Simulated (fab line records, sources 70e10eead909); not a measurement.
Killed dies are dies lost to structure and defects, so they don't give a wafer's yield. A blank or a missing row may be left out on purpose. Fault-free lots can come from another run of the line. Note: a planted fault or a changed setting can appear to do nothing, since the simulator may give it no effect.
fab line records	flow nand_harc
[record] lots = 24	wafers = 72	last_day = 24
route steps=1159 shown P_GATE@150 P_CONTACT@218 P_M0@267
lots that met no fault: taken from a fault-free run of the same line
start_h: hours from the record's first day to the start of the lot's first wafer shown	wait_h: hours from the lot's prior step to this one	" same as the row above	L1.1+2: a single row standing in for several wafers	- no value present, or no start provided	* or withheld: withheld	< > ~ a bound
route shown NAME@n: names a module that has steps shown in the file, with the first one's number in the route	usual: mean/standard deviation taken from wafers without a fault	same: alike in all rows	chamber/n: place in a boat	sites: each site's reading	_std_site: the standard deviation of these	_edge_site: outer sites' mean less inner sites'	radius_mm: for every site, how far away it sits from the centre of the wafer	mask NAME#n: copy n	behind: the most recent tool/chamber to have shaped the wafer	hold: reason for holding the lot/hours on hold/outcome of the hold	device: which transistor (n, p or np) failed to switch	end of line: tests of these same wafers at the route's end	a step without rows: its recipe alone	killed: dies that structure and defects cost at the first sort, which is not the same as the wafer's yield	map: the dies of a wafer, with x for killed, . for not killed, _ for no die there
set.NAME: the setting as run; set.NAME@STEP: as run at that earlier step	model.NAME: the simulator's own value behind a step, which no gauge read
the route's steps for a sample of lots (tables are steps, rows are wafers)
services: the hour from which a tool's chamber was out of use, counted from the record's first day as start_h (under 0 if before that day), plus the number of hours and why
[[steps]]
[step NHARC_P_GATE_STRIP_108]
[recipe] o2_flow_sccm = 500	ar_flow_sccm = 0	bias_w = 0	chemistry = O2
[usual] drypump_motor_current_A = 5.6/0.52	oes_product_au = 1.003/0.018	rf_vpp_V = 57.8/0.92	showerhead_plenum_p_Torr = 3.54/0.12	throttle_valve_pct = 17.036/0.01
lot.wafer	tool	chamber	start_h	wait_h	drypump_motor_current_A	oes_product_au	rf_hours_counter_h	rf_vpp_V	showerhead_plenum_p_Torr	throttle_valve_pct
L074.3	rie_diel-10	0	82.29	-	5.3	1.009	14	57.6	3.65	17.048
L074.1	"	3	"	"	5.5	1.007	15	56.7	3.38	17.036
L074.5	"	1	"	"	6.8	1.029	-	56.6	3.48	17.048
L075.2	rie_diel-10	3	94.94	-	5.6	1.000	19	57.5	3.37	17.048
L075.3	"	0	"	"	5.3	0.992	19	57.5	3.65	17.047
L075.1	"	1	"	"	6.8	1.034	20	58.0	3.48	17.018
L078.4	rie_diel-03	0	107.68	-	5.1	1.009	22	56.7	3.54	17.034
L078.1	"	2	"	"	5.2	1.018	20	58.3	3.67	17.045
L078.6	"	0	"	"	5.1	0.993	-	57.6	3.54	17.027
L076.3	rie_diel-10	1	108.07	-	6.7	1.030	23	57.4	3.48	17.045
L076.2	"	2	"	"	5.3	1.012	23	57.2	3.32	17.024
L076.6	"	1	"	"	6.8	1.028	-	57.5	3.48	17.041
L077.1	rie_diel-03	3	108.16	-	6.1	1.014	14	59.3	3.53	17.036
L077.2	"	0	"	"	5.1	1.010	22	56.2	3.54	17.045
L077.3	"	1	"	"	4.9	0.999	21	56.4	3.63	17.047
L080.1	rie_diel-10	3	121.94	-	5.6	0.987	23	58.4	3.37	17.011
L080.4	"	0	"	"	5.3	0.991	22	58.1	3.65	17.021
L080.5	"	2	"	"	5.3	1.008	-	56.7	3.31	17.031
L079.3	rie_diel-10	2	122.69	-	5.3	1.030	24	57.6	3.31	17.045
L079.4	"	3	"	"	5.5	1.006	23	58.1	3.37	17.029
L079.6	"	1	"	"	6.8	1.041	-	59.0	3.48	17.025
L082.2	rie_diel-10	3	133.34	-	5.5	0.989	26	57.0	3.37	17.053
L082.5	"	3	"	"	5.5	0.993	-	58.8	3.37	17.046
L082.6	"	0	"	"	5.3	0.996	-	58.0	3.65	17.038
L081.2	rie_diel-03	0	133.56	-	5.1	1.019	29	57.1	3.54	17.038
L081.1	"	2	"	"	5.2	1.020	28	57.6	3.67	17.037
L081.4	"	3	"	"	6.1	1.026	21	56.3	3.52	17.023
L083.4	rie_diel-12	0	150.56	-	5.6	0.984	38	57.5	3.64	17.029
L083.6	"	0	"	"	5.6	0.976	-	58.3	3.64	17.037
L083.5	"	1	"	"	5.9	0.985	-	57.0	3.43	17.032
L085.3	rie_diel-10	3	151.00	-	5.5	0.994	29	59.0	3.37	17.039
L085.2	"	1	"	"	6.8	1.019	30	56.2	3.47	17.029
L085.6	"	0	"	"	5.3	1.001	-	58.5	3.64	17.032
L084.3	rie_diel-03	2	151.37	-	5.2	1.026	35	57.2	3.66	17.026
L084.4	"	3	"	"	6.1	1.024	27	56.9	3.52	17.034
L084.5	"	2	"	"	5.2	1.025	-	60.0	3.66	17.051
L087.1	rie_diel-12	3	165.06	-	5.3	1.002	47	59.8	3.61	17.030
L087.5	"	0	"	"	5.6	0.980	-	59.8	3.63	17.025
L087.6	"	1	"	"	5.9	0.997	-	55.8	3.43	17.032
L086.3	rie_diel-12	1	165.64	-	5.9	0.980	44	57.4	3.43	17.014
L086.2	"	3	"	"	5.3	0.981	48	57.5	3.61	17.034
L086.5	"	0	"	"	5.6	0.973	-	59.8	3.63	17.051
L089.1	rie_diel-03	3	172.93	-	6.0	1.031	35	56.9	3.52	17.036
L089.4	"	0	"	"	5.1	1.000	43	57.2	3.53	17.032
L089.3	"	1	"	"	4.9	0.996	40	57.0	3.62	17.024
L088.1	rie_diel-03	0	173.61	-	5.1	1.000	43	57.4	3.53	17.032
L088.4	"	1	"	"	4.9	0.988	40	57.2	3.62	17.023
L088.2	"	3	"	"	6.0	1.026	35	57.2	3.52	17.044
L090.4	rie_diel-10	2	187.53	-	5.3	1.006	0	56.4	3.31	17.034
L090.5	"	0	"	"	5.3	0.980	-	59.1	3.64	17.040
L090.6	"	1	"	"	6.8	1.024	-	58.1	3.47	17.026
L091.4	rie_diel-12	2	188.12	-	6.1	0.970	56	58.1	3.72	17.039
L091.2	"	3	"	"	5.3	0.982	56	58.0	3.61	17.017
L091.5	"	3	"	"	5.3	0.986	-	57.6	3.61	17.039
L092.4	rie_diel-03	2	199.58	-	5.2	1.009	55	57.6	3.65	17.043
L092.5	"	0	"	"	5.1	1.012	-	57.7	3.52	17.027
L092.6	"	1	"	"	4.9	0.981	-	59.6	3.61	17.052
L093.1	rie_diel-03	2	203.98	-	5.2	1.023	57	57.8	3.65	17.050
L093.2	"	3	"	"	6.1	1.024	46	56.9	3.51	17.047
L093.3	"	0	"	"	5.1	1.025	55	56.7	3.52	17.026
L094.3	rie_diel-03	3	211.08	-	6.1	1.011	49	57.1	3.51	17.044
L094.1	"	0	"	"	5.1	1.004	58	57.9	3.52	17.030
L094.2	"	1	"	"	4.9	0.977	56	59.1	3.61	17.030
L095.3	rie_diel-10	3	218.22	-	5.5	0.983	9	56.3	3.36	17.033
L095.4	"	2	"	"	5.3	1.015	8	58.1	3.31	17.026
L095.6	"	3	"	"	5.5	0.975	-	59.0	3.36	17.067
L096.4	rie_diel-10	1	219.09	-	6.7	1.041	8	57.5	3.47	17.042
L096.1	"	2	"	"	5.4	1.010	8	57.7	3.31	17.027
L096.6	"	3	"	"	5.5	0.990	-	57.7	3.36	17.042
L097.1	rie_diel-12	2	223.04	-	6.1	0.980	5	59.3	3.71	17.015
L097.4	"	0	"	"	5.6	0.973	4	59.7	3.62	17.050
L097.5	"	3	"	"	5.3	0.998	-	59.3	3.60	17.049
[step NHARC_P_GATE_RTA_64]
[recipe] temp_c = 1050	time_s = 1
[usual] lamp_power_pct = 35/7.1	lamp_zone_2_pct = 35/7.1	wafer_temp_C_max = 1054.4/1.1
[same] time_s = 1
lot.wafer	tool	chamber	start_h	wait_h	lamp_power_pct	lamp_zone_2_pct	wafer_temp_C_max
L074.1	rtp_anneal-01	0	98.86	-	43	42	1057.2
L074.3	"	0	"	"	42	43	1054.6
L074.5	"	0	"	"	42	43	1054.1
L075.1	rtp_anneal-02	0	111.13	-	28	28	1053.3
L075.2	"	0	"	"	28	28	1053.7
L075.3	"	0	"	"	28	28	1053.6
L078.1	rtp_anneal-02	0	124.13	-	28	28	1053.7
L078.4	"	0	"	"	28	28	1053.9
L078.6	"	0	"	"	28	28	1052.0
L076.2	rtp_anneal-01	0	124.56	-	43	42	1056.1
L076.3	"	0	"	"	43	42	1055.4
L076.6	"	0	"	"	43	43	1055.2
L077.1	rtp_anneal-01	0	124.90	-	43	43	1055.4
L077.2	"	0	"	"	42	43	1053.9
L077.3	"	0	"	"	42	43	1055.1
L080.1	rtp_anneal-01	0	138.18	-	43	43	1055.9
L080.4	"	0	"	"	42	43	1057.2
L080.5	"	0	"	"	43	43	1055.0
L079.3	rtp_anneal-01	0	141.17	-	43	42	1055.6
L079.4	"	0	"	"	42	43	1054.8
L079.6	"	0	"	"	42	42	1057.5
L082.2	rtp_anneal-01	0	149.60	-	42	42	1053.3
L082.5	"	0	"	"	42	42	1056.4
L082.6	"	0	"	"	42	42	1055.2
L081.1	rtp_anneal-02	0	151.83	-	28	28	1053.5
L081.2	"	0	"	"	28	28	1054.2
L081.4	"	0	"	"	28	28	1053.1
L085.2	rtp_anneal-01	0	167.82	-	43	43	1055.0
L085.3	"	0	"	"	43	42	1055.0
L085.6	"	0	"	"	42	43	1054.5
L083.4	rtp_anneal-02	0	169.54	-	28	28	1053.1
L083.5	"	0	"	"	28	28	1053.4
L083.6	"	0	"	"	28	28	1053.8
L084.3	rtp_anneal-02	0	172.45	-	28	28	1053.2
L084.4	"	0	"	"	28	28	1052.8
L084.5	"	0	"	"	28	28	1054.2
L087.1	rtp_anneal-02	0	181.80	-	28	28	1054.6
L087.5	"	0	"	"	28	28	1054.6
L087.6	"	0	"	"	28	28	1055.6
L086.2	rtp_anneal-01	0	182.42	-	43	43	1053.9
L086.3	"	0	"	"	42	43	1054.8
L086.5	"	0	"	"	42	42	1054.8
L089.1	rtp_anneal-01	0	189.41	-	43	43	1054.2
L089.3	"	0	"	"	43	43	1053.7
L089.4	"	0	"	"	43	43	1055.0
L088.1	rtp_anneal-01	0	192.79	-	42	43	1057.3
L088.2	"	0	"	"	43	43	1054.4
L088.4	"	0	"	"	43	43	1055.0
L090.4	rtp_anneal-02	0	204.36	-	28	28	1053.9
L090.5	"	0	"	"	28	28	1054.4
L090.6	"	0	"	"	28	28	1054.5
L091.2	rtp_anneal-01	0	204.83	-	43	42	1054.0
L091.4	"	0	"	"	42	43	1054.5
L091.5	"	0	"	"	43	42	1053.8
L092.4	rtp_anneal-02	0	216.44	-	28	28	1054.1
L092.5	"	0	"	"	28	28	1053.8
L092.6	"	0	"	"	28	28	1053.0
L093.1	rtp_anneal-02	0	220.32	-	28	28	1056.6
L093.2	"	0	"	"	28	28	1053.0
L093.3	"	0	"	"	28	28	1054.0
L094.1	rtp_anneal-02	0	229.49	-	28	28	1054.5
L094.2	"	0	"	"	28	28	1054.4
L094.3	"	0	"	"	28	28	1052.8
L096.1	rtp_anneal-02	0	235.51	-	28	28	1053.4
L096.4	"	0	"	"	28	28	1053.2
L096.6	"	0	"	"	28	28	1054.8
L095.3	rtp_anneal-02	0	236.90	-	28	28	1054.6
L095.4	"	0	"	"	28	28	1053.5
L095.6	"	0	"	"	28	28	1054.3
L097.1	rtp_anneal-02	0	239.82	-	28	28	1055.2
L097.4	"	0	"	"	28	28	1054.0
L097.5	"	0	"	"	28	28	1054.3
[step NHARC_P_CONTACT_DEP_00]
[recipe] target_thk_a = 5000	temp_c = 400	pressure_torr = 6.5	rf_w = 900	teos_flow_sccm = 161.4	flow_sccm = 2650	target_thk_nm = 500	gas = O2	material = SiO2
[usual] heater_power_w = 579/71	throttle_valve_pct = 16.1/0.33
lot.wafer	tool	chamber	start_h	wait_h	heater_power_w	throttle_valve_pct
L074.3	pecvd-01	2	-	-	574	15.7
L074.1	"	1	"	"	605	16.1
L074.5	"	1	"	"	648	16.0
L075.1	pecvd-04	1	-	-	557	15.6
L075.2	"	2	"	"	487	16.8
L075.3	"	0	"	"	531	15.6
L078.1	pecvd-01	2	-	-	557	15.7
L078.4	"	1	"	"	675	16.3
L078.6	"	2	"	"	600	15.6
L076.3	pecvd-01	0	-	-	561	16.0
L076.2	"	1	"	"	742	16.0
L076.6	"	2	"	"	622	15.9
L077.3	pecvd-04	1	-	-	546	15.5
L077.2	"	2	"	"	538	16.7
L077.1	"	0	"	"	659	15.6
L080.1	pecvd-03	0	-	-	468	16.0
L080.5	"	0	"	"	485	16.1
L080.4	"	1	"	"	645	16.0
L079.3	pecvd-01	0	-	-	484	16.1
L079.4	"	1	"	"	636	16.3
L079.6	"	2	"	"	658	15.8
L082.2	pecvd-01	2	-	-	655	15.7
L082.5	"	1	"	"	611	16.2
L082.6	"	0	"	"	501	16.0
L081.1	pecvd-01	0	-	-	511	16.4
L081.2	"	1	"	"	692	15.8
L081.4	"	0	"	"	543	16.0
L085.3	pecvd-04	0	-	-	597	15.5
L085.2	"	2	"	"	465	16.9
L085.6	"	1	"	"	456	15.6
L083.6	pecvd-04	1	-	-	565	15.7
L083.5	"	2	"	"	436	16.7
L083.4	"	0	"	"	567	15.9
L084.3	pecvd-03	1	-	-	629	16.3
L084.4	"	0	"	"	520	16.1
L084.5	"	1	"	"	677	16.6
L087.1	pecvd-01	0	-	-	541	16.1
L087.6	"	0	"	"	576	16.3
L087.5	"	2	"	"	590	15.9
L086.2	pecvd-03	0	-	-	526	16.0
L086.3	"	1	"	"	595	16.5
L086.5	"	0	"	"	529	16.0
L089.3	pecvd-03	0	-	-	511	15.9
L089.1	"	1	"	"	611	16.5
L089.4	"	0	"	"	530	16.3
L088.1	pecvd-04	1	-	-	587	15.7
L088.2	"	2	"	"	396	16.8
L088.4	"	2	"	"	455	16.9
L090.6	pecvd-03	0	-	-	478	15.9
L090.4	"	1	"	"	605	16.5
L090.5	"	2	"	"	571	16.1
L091.2	pecvd-01	0	-	-	554	16.0
L091.5	"	2	"	"	614	15.7
L091.4	"	1	"	"	691	16.3
L092.4	pecvd-01	1	-	-	543	16.1
L092.6	"	2	"	"	656	15.9
L092.5	"	0	"	"	560	16.2
L093.1	pecvd-03	1	-	-	678	16.6
L093.2	"	2	"	"	535	16.3
L093.3	"	0	"	"	523	16.3
L094.2	pecvd-01	1	-	-	706	16.3
L094.1	"	2	"	"	608	15.9
L094.3	"	0	"	"	547	16.2
L096.1	pecvd-03	1	-	-	650	16.7
L096.4	"	2	"	"	557	16.5
L096.6	"	0	"	"	393	16.1
L095.3	pecvd-03	0	-	-	476	16.1
L095.6	"	2	"	"	628	16.1
L095.4	"	0	"	"	513	15.9
L097.1	pecvd-03	0	-	-	508	16.1
L097.4	"	1	"	"	630	16.5
L097.5	"	2	"	"	642	16.3
[step NHARC_P_M0_ETCH_34]
[recipe] target_depth_a = 400	overetch_a = 120	time_s = 43.94	ion_energy_ev = 200	n2_flow_sccm = 150	h2_flow_sccm = 150	ar_flow_sccm = 0	rf_w = 400	bias_w = 150	chemistry = N2/H2
[usual] drypump_motor_current_A = 5.7/0.45	oes_product_au = 0.998/0.014	rf_vpp_V = 431.4/2.7	showerhead_plenum_p_Torr = 2.07/0.097	throttle_valve_pct = 14.170/0.0094
[same] time_s = 43.94
lot.wafer	tool	chamber	start_h	wait_h	drypump_motor_current_A	oes_product_au	rf_hours_counter_h	rf_vpp_V	showerhead_plenum_p_Torr	throttle_valve_pct
L074.3	rie_diel-11	1	106.35	0.1	5.9	0.979	8	432.1	2.10	14.166
L074.1	"	2	"	"	5.8	1.009	8	431.6	2.08	14.175
L074.5	"	0	"	"	5.6	0.992	-	429.9	1.97	14.191
L075.1	rie_diel-07	0	125.82	0.1	5.2	1.019	7	427.2	1.92	14.168
L075.2	"	1	"	"	5.5	0.999	5	434.5	2.18	14.162
L075.3	"	3	"	"	6.4	0.983	7	433.8	2.17	14.159
L078.1	rie_diel-04	3	139.27	0.1	5.4	0.990	2	427.2	1.92	14.163
L078.4	"	2	"	"	5.7	0.987	2	430.4	2.04	14.174
L078.6	"	0	"	"	5.2	0.987	-	431.2	2.02	14.167
L076.2	rie_diel-07	3	139.84	0.1	6.5	0.992	8	434.0	2.17	14.176
L076.3	"	2	"	"	5.0	1.012	6	434.1	2.19	14.172
L076.6	"	0	"	"	5.2	1.023	-	425.4	1.92	14.193
L077.2	rie_diel-11	2	140.00	0.1	5.8	0.999	12	431.3	2.08	14.171
L077.1	"	3	"	"	5.8	0.991	11	431.1	2.11	14.177
L077.3	"	1	"	"	6.0	0.970	11	432.2	2.10	14.165
L080.1	rie_diel-11	1	148.95	0.1	6.0	0.975	12	431.4	2.10	14.182
L080.4	"	2	"	"	5.8	1.005	12	432.3	2.08	14.169
L080.5	"	1	"	"	6.0	0.976	-	432.1	2.10	14.171
L079.3	rie_diel-07	1	149.47	0.1	5.6	0.985	8	434.0	2.18	14.165
L079.4	"	1	"	"	5.6	0.982	-	434.5	2.18	14.181
L079.6	"	3	"	"	6.5	0.980	-	435.1	2.17	14.174
L082.2	rie_diel-04	1	158.81	0.1	6.4	1.006	3	434.9	2.20	14.165
L082.5	"	1	"	"	6.4	1.013	-	434.6	2.20	14.157
L082.6	"	3	"	"	5.4	0.996	-	427.3	1.92	14.178
L081.4	rie_diel-04	1	162.33	0.1	6.4	1.000	3	434.1	2.20	14.160
L081.2	"	2	"	"	5.7	0.980	2	431.8	2.04	14.169
L081.1	"	3	"	"	5.4	0.990	4	427.2	1.92	14.172
L085.3	rie_diel-11	1	177.01	0.1	6.0	0.987	14	432.5	2.10	14.171
L085.2	"	2	"	"	5.8	1.002	14	431.1	2.08	14.161
L085.6	"	1	"	"	6.0	0.986	-	432.3	2.10	14.178
L083.4	rie_diel-07	1	177.67	0.1	5.6	1.006	9	433.7	2.18	14.159
L083.6	"	1	"	"	5.6	0.999	-	432.9	2.18	14.174
L083.5	"	2	"	"	5.0	1.028	-	434.4	2.19	14.178
L084.3	rie_diel-11	1	179.65	0.1	6.0	0.982	14	432.0	2.10	14.188
L084.4	"	2	"	"	5.8	1.003	14	431.2	2.08	14.160
L084.5	"	3	"	"	5.8	1.011	-	432.3	2.11	14.180
L087.1	rie_diel-07	0	189.14	0.1	5.2	1.014	11	426.8	1.92	14.157
L087.6	"	0	"	"	5.2	1.022	-	427.8	1.92	14.165
L087.5	"	1	"	"	5.6	0.999	-	434.2	2.18	14.165
L086.3	rie_diel-07	2	189.98	0.1	4.9	1.021	9	434.1	2.19	14.165
L086.2	"	0	"	"	5.2	1.011	11	427.0	1.92	14.158
L086.5	"	2	"	"	4.9	1.019	-	434.6	2.19	14.169
L089.1	rie_diel-07	0	200.42	0.1	5.2	1.009	12	426.7	1.92	14.170
L089.3	"	1	"	"	5.6	1.000	10	435.5	2.18	14.162
L089.4	"	2	"	"	5.0	1.015	9	433.5	2.19	14.179
L088.2	rie_diel-04	2	200.78	0.1	5.7	0.982	5	431.5	2.04	14.171
L088.1	"	0	"	"	5.1	0.976	6	430.4	2.02	14.173
L088.4	"	1	"	"	6.4	0.988	5	436.0	2.20	14.163
L090.4	rie_diel-11	0	219.27	0.1	5.6	1.009	1	429.9	1.97	14.173
L090.5	"	0	"	"	5.6	0.994	-	428.1	1.97	14.172
L090.6	"	1	"	"	6.0	1.009	-	430.4	2.10	14.169
L091.2	rie_diel-04	3	219.40	0.1	5.4	0.983	8	427.1	1.92	14.176
L091.4	"	0	"	"	5.1	0.971	7	429.4	2.02	14.167
L091.5	"	3	"	"	5.4	0.992	-	428.1	1.92	14.187
L092.4	rie_diel-07	0	226.52	0.1	5.2	1.016	13	428.4	1.92	14.170
L092.6	"	0	"	"	5.2	1.022	-	426.2	1.92	14.172
L092.5	"	1	"	"	5.6	1.002	-	434.1	2.18	14.183
L093.1	rie_diel-04	1	230.87	0.1	6.4	0.992	7	434.4	2.20	14.154
L093.3	"	3	"	"	5.4	0.998	8	428.3	1.92	14.172
L093.2	"	0	"	"	5.2	0.978	7	430.4	2.02	14.152
L094.3	rie_diel-11	1	236.91	0.1	6.0	1.013	1	433.1	2.10	14.175
L094.2	"	2	"	"	5.8	1.015	1	431.2	2.08	14.162
L094.1	"	3	"	"	5.8	1.013	1	432.6	2.11	14.175
L096.4	rie_diel-11	1	249.57	0.1	6.0	1.003	3	431.6	2.10	14.163
L096.1	"	3	"	"	5.7	1.004	3	433.8	2.11	14.156
L096.6	"	1	"	"	6.0	1.004	-	430.9	2.10	14.151
L095.3	rie_diel-11	1	250.83	0.1	5.9	1.001	3	432.1	2.10	14.170
L095.4	"	3	"	"	5.8	1.004	3	432.4	2.11	14.166
L095.6	"	2	"	"	5.8	1.001	-	432.5	2.07	14.177
L097.1	rie_diel-07	0	250.99	0.1	5.2	0.999	1	426.2	1.92	14.167
L097.4	"	1	"	"	5.6	1.006	1	433.4	2.18	14.167
L097.5	"	0	"	"	5.2	1.005	-	426.3	1.92	14.182
[step NHARC_P_M0_CD_MEAS_16]
[usual] cd_nm = 90.2/1
lot.wafer	tool	chamber	start_h	wait_h	cd_nm
L074.1	cd_sem-03	-	106.55	-	90.0
L074.3	"	-	"	"	90.1
L074.5	"	-	"	"	89.7
L075.1	cd_sem-03	-	126.03	-	91.8
L075.2	"	-	"	"	90.0
L075.3	"	-	"	"	90.9
L078.1	cd_sem-02	-	139.48	-	90.7
L078.4	"	-	"	"	89.1
L078.6	"	-	"	"	89.5
L076.2	cd_sem-03	-	140.05	-	91.4
L076.3	"	-	"	"	89.9
L076.6	"	-	"	"	88.5
L077.1	cd_sem-02	-	140.21	-	89.0
L077.2	"	-	"	"	91.0
L077.3	"	-	"	"	90.0
L080.1	cd_sem-03	-	149.16	-	89.6
L080.4	"	-	"	"	90.6
L080.5	"	-	"	"	89.4
L079.3	cd_sem-01	-	149.72	-	89.3
L079.4	"	-	"	"	92.7
L079.6	"	-	"	"	91.1
L082.2	cd_sem-02	-	159.05	-	91.9
L082.5	"	-	"	"	90.9
L082.6	"	-	"	"	90.8
L081.1	cd_sem-01	-	162.54	-	90.5
L081.2	"	-	"	"	89.7
L081.4	"	-	"	"	91.0
L085.2	cd_sem-02	-	177.22	-	90.3
L085.3	"	-	"	"	89.5
L085.6	"	-	"	"	90.3
L083.4	cd_sem-03	-	177.89	-	87.8
L083.5	"	-	"	"	90.5
L083.6	"	-	"	"	89.4
L084.3	cd_sem-02	-	179.86	-	87.9
L084.4	"	-	"	"	90.7
L084.5	"	-	"	"	88.6
L087.1	cd_sem-01	-	189.36	-	88.3
L087.5	"	-	"	"	91.6
L087.6	"	-	"	"	88.6
L086.2	cd_sem-02	-	190.20	-	91.1
L086.3	"	-	"	"	90.3
L086.5	"	-	"	"	90.5
L089.1	cd_sem-01	-	200.63	-	89.1
L089.3	"	-	"	"	90.6
L089.4	"	-	"	"	90.9
L088.1	cd_sem-02	-	200.99	-	91.0
L088.2	"	-	"	"	91.4
L088.4	"	-	"	"	90.1
L090.4	cd_sem-01	-	219.49	-	90.3
L090.5	"	-	"	"	89.5
L090.6	"	-	"	"	88.8
L091.2	cd_sem-01	-	219.61	-	92.2
L091.4	"	-	"	"	91.3
L091.5	"	-	"	"	90.5
L092.4	cd_sem-01	-	226.75	-	90.2
L092.5	"	-	"	"	92.0
L092.6	"	-	"	"	89.5
L093.1	cd_sem-03	-	231.08	-	90.5
L093.2	"	-	"	"	91.6
L093.3	"	-	"	"	91.2
L094.1	cd_sem-02	-	237.11	-	90.6
L094.2	"	-	"	"	89.1
L094.3	"	-	"	"	89.2
L096.1	cd_sem-03	-	249.78	-	90.9
L096.4	"	-	"	"	89.2
L096.6	"	-	"	"	91.1
L095.3	cd_sem-03	-	251.05	-	89.9
L095.4	"	-	"	"	90.3
L095.6	"	-	"	"	90.4
L097.1	cd_sem-01	-	251.19	-	90.1
L097.4	"	-	"	"	90.0
L097.5	"	-	"	"	91.1
[step NHARC_P_M0_PRE_CLEAN_29]
[recipe] time_s = 30	temp_c = 280	gas = H2/He
[usual] heater_power_w = 423/43
[same] time_s = 30
lot.wafer	tool	chamber	start_h	wait_h	heater_power_w
L074.3	pvd_sputter-01	-	-	-	461
L074.1	"	-	"	"	509
L074.5	"	-	"	"	407
L075.1	pvd_sputter-01	-	-	-	511
L075.3	"	-	"	"	399
L075.2	"	-	"	"	443
L078.1	pvd_sputter-01	-	-	-	343
L078.4	"	-	"	"	453
L078.6	"	-	"	"	510
L076.2	pvd_sputter-02	-	-	-	430
L076.3	"	-	"	"	384
L076.6	"	-	"	"	433
L077.3	pvd_sputter-03	-	-	-	408
L077.2	"	-	"	"	474
L077.1	"	-	"	"	443
L080.1	pvd_sputter-03	-	-	-	479
L080.4	"	-	"	"	407
L080.5	"	-	"	"	481
L079.4	pvd_sputter-03	-	-	-	399
L079.3	"	-	"	"	471
L079.6	"	-	"	"	445
L082.2	pvd_sputter-02	-	-	-	441
L082.5	"	-	"	"	433
L082.6	"	-	"	"	432
L081.4	pvd_sputter-02	-	-	-	430
L081.1	"	-	"	"	376
L081.2	"	-	"	"	434
L085.3	pvd_sputter-02	-	-	-	436
L085.2	"	-	"	"	373
L085.6	"	-	"	"	438
L083.4	pvd_sputter-02	-	-	-	438
L083.6	"	-	"	"	408
L083.5	"	-	"	"	429
L084.4	pvd_sputter-03	-	-	-	476
L084.3	"	-	"	"	432
L084.5	"	-	"	"	478
L087.1	pvd_sputter-02	-	-	-	435
L087.5	"	-	"	"	437
L087.6	"	-	"	"	383
L086.3	pvd_sputter-03	-	-	-	391
L086.2	"	-	"	"	428
L086.5	"	-	"	"	383
L089.1	pvd_sputter-03	-	-	-	382
L089.4	"	-	"	"	470
L089.3	"	-	"	"	441
L088.2	pvd_sputter-02	-	-	-	384
L088.1	"	-	"	"	410
L088.4	"	-	"	"	442
L090.4	pvd_sputter-01	-	-	-	521
L090.6	"	-	"	"	524
L090.5	"	-	"	"	366
L091.4	pvd_sputter-01	-	-	-	407
L091.2	"	-	"	"	366
L091.5	"	-	"	"	471
L092.4	pvd_sputter-01	-	-	-	539
L092.6	"	-	"	"	526
L092.5	"	-	"	"	366
L093.1	pvd_sputter-02	-	-	-	393
L093.3	"	-	"	"	451
L093.2	"	-	"	"	398
L094.3	pvd_sputter-02	-	-	-	452
L094.2	"	-	"	"	388
L094.1	"	-	"	"	365
L096.4	pvd_sputter-01	-	-	-	530
L096.1	"	-	"	"	366
L096.6	"	-	"	"	463
L095.3	pvd_sputter-02	-	-	-	393
L095.4	"	-	"	"	357
L095.6	"	-	"	"	387
L097.1	pvd_sputter-03	-	-	-	390
L097.4	"	-	"	"	433
L097.5	"	-	"	"	394
[[services]]
tool	chamber	start_h	hours	kind
pecvd-03	2	59.24	13.8	repair
rie_diel-07	2	60.78	8.5	repair
pecvd-03	-	64.93	1.1	repair
rie_diel-10	0	95.88	4.9	repair
rie_diel-10	3	97.00	3.0	repair
rie_diel-07	-	101.47	1.5	repair
pecvd-03	-	111.01	13.0	pm
rie_diel-03	1	138.98	11.3	repair
rie_diel-07	0	148.06	1.9	repair
pvd_sputter-03	-	153.96	10.0	pm
pvd_sputter-01	-	172.68	3.9	repair
rie_diel-10	-	176.51	9.0	pm
pvd_sputter-01	-	176.60	10.0	pm
pvd_sputter-03	-	179.79	0.5	repair
rie_diel-11	2	186.98	3.6	repair
rie_diel-11	-	189.56	9.0	pm
pvd_sputter-01	-	199.13	3.9	repair
rie_diel-11	3	208.10	6.4	repair
pvd_sputter-02	-	214.00	10.0	pm
rie_diel-03	-	215.38	9.0	pm
pvd_sputter-03	-	216.07	5.1	repair
rie_diel-07	0	217.04	8.9	repair
rie_diel-07	-	228.33	9.0	pm
pecvd-01	-	237.05	13.0	pm
[[key]]
fault none
